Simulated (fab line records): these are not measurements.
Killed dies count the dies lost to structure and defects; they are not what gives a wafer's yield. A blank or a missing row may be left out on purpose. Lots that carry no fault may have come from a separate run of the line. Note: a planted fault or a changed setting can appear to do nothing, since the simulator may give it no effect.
Which tool did it? + flow nandHarc + 12 lots, 36 wafers sampled, at 5 steps of a route of 1302

WHAT EACH GAUGE READ, for each wafer
NHARC_A_ONON_D1_THK_MEAS_21: measures by ellipsometry.
| lot  | measured     | on           | thkNm (nm)     |
|------|--------------|--------------|----------------|
| L075 | day 8 12:49  | filmMetro-02 | 1003 1003 1002 |
| L077 | day 9 09:35  | filmMetro-01 | 992 992 992    |
| L079 | day 10 02:04 | filmMetro-02 | 1024 1022 1020 |
| L081 | day 11 06:55 | filmMetro-01 | 1002 1001 1002 |
| L083 | day 12 13:18 | filmMetro-01 | 994 992 993    |
| L084 | day 12 18:22 | filmMetro-01 | 1019 1019 1019 |
| L088 | day 14 03:17 | filmMetro-02 | 1006 1009 1007 |
| L089 | day 14 08:45 | filmMetro-01 | 990 989 988    |
| L091 | day 15 01:15 | filmMetro-02 | 985 985 984    |
| L093 | day 16 04:01 | filmMetro-01 | 1011 1009 1010 |
| L095 | day 17 01:29 | filmMetro-01 | 1004 1005 1002 |
| L097 | day 17 18:09 | filmMetro-02 | 991 988 991    |

WHICH TOOL RAN EACH LOT (tool, then ch and the chambers of the sampled wafers, then the start)
| lot  | NHARC_P_M1_PRE_CLEAN_30                | NHARC_P_M1_PVD_20                      | NHARC_P_M2_DESCUM_14              | NHARC_P_M2_PVD_20                      |
|------|----------------------------------------|----------------------------------------|-----------------------------------|----------------------------------------|
| L075 | pvdSputter-02, day 6 16:17 or earlier  | pvdSputter-02, day 6 16:17 or earlier  | rieDiel-09 ch 1,2, day 6 16:17    | pvdSputter-01, day 8 12:49 or earlier  |
| L077 | pvdSputter-01, day 7 14:01 or earlier  | pvdSputter-01, day 7 14:01 or earlier  | rieDiel-10 ch 0,1,2, day 7 14:01  | pvdSputter-01, day 9 09:35 or earlier  |
| L079 | pvdSputter-02, day 8 08:59 or earlier  | pvdSputter-02, day 8 08:59 or earlier  | rieDiel-10 ch 2,3, day 8 08:59    | pvdSputter-01, day 10 02:04 or earlier |
| L081 | pvdSputter-02, day 9 13:01 or earlier  | pvdSputter-02, day 9 13:01 or earlier  | rieDiel-10 ch 0,3, day 9 13:01    | pvdSputter-03, day 11 06:55 or earlier |
| L083 | pvdSputter-03, day 10 17:14 or earlier | pvdSputter-03, day 10 17:14 or earlier | rieDiel-07 ch 0,1, day 10 17:14   | pvdSputter-03, day 12 13:18 or earlier |
| L084 | pvdSputter-03, day 11 01:31 or earlier | pvdSputter-03, day 11 01:31 or earlier | rieDiel-07 ch 2,3, day 11 01:31   | pvdSputter-01, day 12 18:22 or earlier |
| L088 | pvdSputter-01, day 12 08:59 or earlier | pvdSputter-01, day 12 08:59 or earlier | rieDiel-09 ch 1,3, day 12 08:59   | pvdSputter-03, day 14 03:17 or earlier |
| L089 | pvdSputter-01, day 12 13:49 or earlier | pvdSputter-01, day 12 13:49 or earlier | rieDiel-07 ch 2,3, day 12 13:49   | pvdSputter-01, day 14 08:45 or earlier |
| L091 | pvdSputter-02, day 13 07:24 or earlier | pvdSputter-02, day 13 07:24 or earlier | rieDiel-09 ch 0,1,3, day 13 07:24 | pvdSputter-03, day 15 01:15 or earlier |
| L093 | pvdSputter-01, day 14 05:50 or earlier | pvdSputter-01, day 14 05:50 or earlier | rieDiel-10 ch 0,2, day 14 05:50   | pvdSputter-01, day 16 04:01 or earlier |
| L095 | pvdSputter-02, day 15 07:03 or earlier | pvdSputter-02, day 15 07:03 or earlier | rieDiel-09 ch 0,1,3, day 15 07:03 | pvdSputter-02, day 17 01:29 or earlier |
| L097 | pvdSputter-02, day 15 20:28 or earlier | pvdSputter-02, day 15 20:28 or earlier | rieDiel-09 ch 0,2,3, day 15 20:28 | pvdSputter-01, day 17 18:09 or earlier |
- NHARC_P_M1_PRE_CLEAN_30: time 30 s.
- NHARC_P_M1_PVD_20: deposits TaN, target thk 5 nm, time 8.06 s.
- NHARC_P_M2_DESCUM_14: chemistry O2, time 3 s.
- NHARC_P_M2_PVD_20: deposits TaN, target thk 5 nm, time 8.06 s.

THE ANSWER, worked out from the rows above alone
Rule: what is usual is taken from the lots themselves. Put in order of their means at a reading, lots are off if they are a third of the lots or fewer, leave a main group of 4 or more, and stand apart from it by a gap of 3 or more times the standard deviation of the main group's means; of several such gaps the widest counts. A main group whose means are all the same, to the digits that the tables above print for the reading, isn't used. A lot without any number at a reading at which 4 lots or more have one is off too. Where the step has rows for the other lots, those lots are counted as sound.
No lot is off at any reading shown: from this, nothing can be told.

WHAT THE SIMULATOR HAD INSERTED
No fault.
